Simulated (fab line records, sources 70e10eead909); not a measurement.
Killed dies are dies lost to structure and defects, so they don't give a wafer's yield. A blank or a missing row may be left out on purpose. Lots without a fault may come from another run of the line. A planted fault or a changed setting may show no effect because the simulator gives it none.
fab line records | flow nand_harc
record lots=6 wafers=18 last_day=33
route steps=1302 shown P_GATE@187
lots that met no fault: from a run of the same line without faults
start_h: hours from the record's first day to the start of the lot's first wafer shown | wait_h: hours since the lot's step before | " the same as in the row above | L1.1+2: a row that stands for several wafers | - no value, or no start given | * or withheld: withheld | < > ~ a bound
route shown NAME@n: a module of which the file shows steps, and the number in the route of the first | usual: mean/standard deviation of fault-free wafers | same: alike in all rows | chamber/n: place in a boat | sites: the reading at each site | _std_site: their standard deviation | _edge_site: outer sites' mean less inner sites' | radius_mm: how far each site lies from the wafer's centre | mask NAME#n: copy n | behind: the tool/chamber that last shaped the wafer | hold: why the lot was held/for how many hours/how that ended | device: the transistor (n, p or np) that didn't switch | end of line: the same wafers' tests at the end of the route | a step without rows: its recipe alone | killed: dies lost to structure and defects at the first sort, not the wafer's yield | map: a wafer's dies, x killed, . not, _ none there
set.NAME: the setting as run; set.NAME@STEP: as run at that earlier step | model.NAME: the simulator's own value behind a step, which no gauge read
lots at some steps of the route; a table a step, a row a wafer
services: from which hour (start_h, from the record's first day; less than 0 if before it) a tool's chamber was out of use, for how many hours, and why
## steps
# step NHARC_P_GATE_DESCUM_61
# recipe time_s=3 o2_flow_sccm=200 ar_flow_sccm=0 bias_power_w=0 chemistry=O2
# usual drypump_motor_current_A=5.8/0.45 oes_product_au=1.000/0.012 rf_vpp_V=57.7/0.86 showerhead_plenum_p_Torr=1.89/0.073 throttle_valve_pct=11.311/0.0085
# same time_s=3
# columns lot.wafer tool chamber start_h wait_h drypump_motor_current_A oes_product_au rf_hours_counter_h rf_vpp_V showerhead_plenum_p_Torr throttle_valve_pct
L158.4 rie_diel-11 2 188.83 - 5.9 1.007 4 55.8 1.85 11.304
L158.3 " 0 " " 5.9 1.009 4 58.7 1.98 11.305
L158.6 " 2 " " 5.9 1.016 - 57.3 1.85 11.319
L166.1 rie_diel-07 1 287.39 - 6.3 0.985 10 58.0 1.83 11.310
L166.4 " 2 " " 5.0 0.992 9 59.1 2.02 11.306
L166.5 " 3 " " 6.5 1.000 - 57.3 1.84 11.309
L167.4 rie_diel-01 2 288.32 - 5.3 0.998 4 57.8 1.85 11.318
L167.6 " 2 " " 5.3 0.998 - 58.0 1.85 11.301
L167.5 " 3 " " 5.3 1.000 - 58.2 2.01 11.305
L168.2 rie_diel-11 2 296.94 - 5.9 1.011 0 58.5 1.85 11.311
L168.3 " 3 " " 5.6 1.003 0 57.3 1.87 11.324
L168.1 " 1 " " 6.2 0.991 0 58.0 1.83 11.319
L169.1 rie_diel-11 3 304.82 - 5.6 0.987 0 57.9 1.87 11.307
L169.4 " 1 " " 6.2 0.990 0 57.8 1.83 11.306
L169.5 " 3 " " 5.6 0.982 - 56.1 1.87 11.324
L171.4 rie_diel-11 2 325.71 - 5.9 1.019 0 56.0 1.85 11.303
L171.2 " 3 " " 5.6 1.013 0 57.8 1.87 11.312
L171.1 " 1 " " 6.2 1.009 0 59.2 1.83 11.310
# step NHARC_P_GATE_IMPLANT_62
# recipe energy_kev=20 dose_cm2=3e+15 tilt_deg=7
# step NHARC_P_GATE_STRIP_112
# recipe power_w=1500 temp_c=110 time_s=200 chemistry=N2/H2
# usual drypump_motor_current_A=5.4/0.55 heater_power_w=83/3.9
# same time_s=200
# columns lot.wafer tool chamber start_h wait_h drypump_motor_current_A heater_power_w rf_hours_counter_h
L158.3 plasma_asher-02 0 189.29 0.2 4.8 93 -
L158.4 " 1 " " 5.1 85 -
L158.6 " 0 " " 4.7 92 -
L166.1 plasma_asher-02 0 287.97 0.4 4.7 86 5
L166.4 " 1 " " 5.0 81 -
L166.5 " 0 " " 4.7 87 -
L167.4 plasma_asher-02 0 288.79 0.2 4.8 89 -
L167.5 " 0 " " 4.8 87 -
L167.6 " 1 " " 5.1 81 -
L168.1 plasma_asher-01 0 297.34 0.2 5.0 83 26
L168.2 " 1 " " 6.1 85 26
L168.3 " 0 " " 5.1 82 -
L169.1 plasma_asher-01 1 305.24 0.2 6.1 83 28
L169.4 " 1 " " 6.1 81 -
L169.5 " 1 " " 6.1 83 -
L171.2 plasma_asher-01 1 326.27 0.4 6.1 82 32
L171.1 " 0 " " 5.1 82 32
L171.4 " 0 " " 5.0 84 -
# step NHARC_P_GATE_STRIP_76
# recipe power_w=1500 temp_c=250 chemistry=O2
# usual drypump_motor_current_A=5.4/0.54 heater_power_w=310/15
# columns lot.wafer tool chamber start_h wait_h drypump_motor_current_A heater_power_w rf_hours_counter_h
L158.3 plasma_asher-02 0 189.49 0.2 4.7 349 -
L158.4 " 1 " " 5.0 313 -
L158.6 " 0 " " 4.7 342 -
L166.1 plasma_asher-02 0 288.20 0.2 4.7 326 5
L166.4 " 1 " " 5.1 299 -
L166.5 " 0 " " 4.8 329 -
L167.4 plasma_asher-02 0 288.99 0.2 4.7 330 -
L167.5 " 0 " " 4.7 319 -
L167.6 " 1 " " 5.1 307 -
L168.1 plasma_asher-01 0 297.59 0.2 5.0 316 27
L168.2 " 1 " " 6.1 312 27
L168.3 " 0 " " 5.0 310 -
L169.1 plasma_asher-01 1 305.47 0.2 6.1 309 29
L169.4 " 1 " " 6.1 308 -
L169.5 " 1 " " 6.1 307 -
L171.2 plasma_asher-01 1 326.54 0.2 6.1 310 32
L171.1 " 0 " " 5.0 304 32
L171.4 " 0 " " 5.0 311 -
# step NHARC_P_GATE_STRIP_63
# recipe time_s=900 temp_c=130 chemistry=SPM
# step NHARC_P_GATE_DEHYDRATE_83
# recipe temp_c=150 time_s=120
# step NHARC_P_GATE_HMDS_84
# recipe time_s=30
# step NHARC_P_GATE_COAT_85
# recipe spin_rpm=3000
# step NHARC_P_GATE_SOFTBAKE_86
# recipe temp_c=122 time_s=95
# step NHARC_P_GATE_EBR_87
# step NHARC_P_GATE_EXPOSE_88
# recipe na=0.6 target_cd_nm=2000 dose_mj=11.87 mask_id=P_HVN
# step NHARC_P_GATE_PEB_89
# recipe peb_temp_c=118 peb_time_s=85
# step NHARC_P_GATE_DEVELOP_90
# recipe time_s=70
# usual chill_plate_temp_C=23.01/0.1 exhaust_pa=45.1/0.77 time_s=70/0
# columns lot.wafer tool chamber start_h wait_h chill_plate_temp_C exhaust_pa time_s
L158.3 litho_track-07 0 190 - 23.05 45.3 70
L158.4 " 0 " " 23.12 46.2 70
L158.6 " 0 " " 23.04 44.7 70
L166.1 litho_track-07 - 289 - - - -
L166.4 " - " " - - -
L166.5 " - " " - - -
L167.4 litho_track-05 - 289 - - - -
L167.5 " - " " - - -
L167.6 " - " " - - -
L168.1 litho_track-07 0 298 - 23.04 44.4 70
L168.2 " 0 " " 23.07 43.9 70
L168.3 " 0 " " 22.92 44.0 70
L169.1 litho_track-03 0 306 - 22.95 44.5 70
L169.4 " 0 " " 22.96 44.8 70
L169.5 " 0 " " 22.98 45.3 70
L171.1 litho_track-07 0 327 - 23.12 45.9 70
L171.2 " 0 " " 22.98 46.6 70
L171.4 " 0 " " 22.94 46.3 70
## services
# columns tool chamber start_h hours kind
rie_diel-07 2 165.74 6.7 repair
plasma_asher-01 - 166.17 9.0 pm
plasma_asher-01 0 166.17 9.0 vent_cycle
plasma_asher-01 1 166.17 9.0 vent_cycle
rie_diel-11 0 166.45 - clean
plasma_asher-01 0 175.17 - clean
plasma_asher-01 1 175.17 - clean
rie_diel-07 3 178.37 3.9 repair
rie_diel-01 0 185.87 6.5 repair
rie_diel-07 3 196.90 4.0 repair
rie_diel-01 - 203.96 9.0 pm
rie_diel-01 1 213.72 9.4 repair
rie_diel-07 1 214.18 5.0 repair
rie_diel-11 2 217.57 5.0 repair
plasma_asher-02 - 249.00 9.0 pm
plasma_asher-02 0 249.00 9.0 vent_cycle
plasma_asher-02 1 249.00 9.0 vent_cycle
litho_track-07 - 251.00 7.0 pm
plasma_asher-02 0 258.00 - clean
plasma_asher-02 1 258.00 - clean
litho_track-03 - 275.00 7.0 pm
rie_diel-11 - 285.45 9.0 pm
rie_diel-11 0 294.91 5.9 repair
litho_track-05 - 299.00 7.0 pm
## key
first_sign step=NHARC_P_GATE_DEVELOP_90 reading=tool_record direction=missing
effect none on later readings
met_at NHARC_P_GATE_DEVELOP_90
struck_wafers L166.1,L166.4,L166.5,L167.4,L167.5,L167.6
later_rows_left_out L166.1,L166.4,L166.5,L167.4,L167.5,L167.6
sort_left_out L166.1,L166.4,L166.5,L167.4,L167.5,L167.6
tester_left_out L166,L167
onset_between 190 289
fault kind=skipped_step_whole tool=litho_track-05,litho_track-07 chamber=- onset_h=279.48 steps=NHARC_P_GATE_DEVELOP_90 scope=struck_lots_only
# tester_left_out: of these lots the tester's yield and bins aren't shown, on N5 and GAA mostly nor the transistor test; their killed dies are dies lost to structure and defects alone, not to doping, threshold or leakage, so they don't give the yield
# sort_left_out: the simulated sort isn't trusted on such a fault, so these wafers' sort isn't shown, and their yield isn't known
# later_rows_left_out: the simulator's readings of these wafers behind a module that went badly wrong aren't trusted and aren't shown, but for the sort
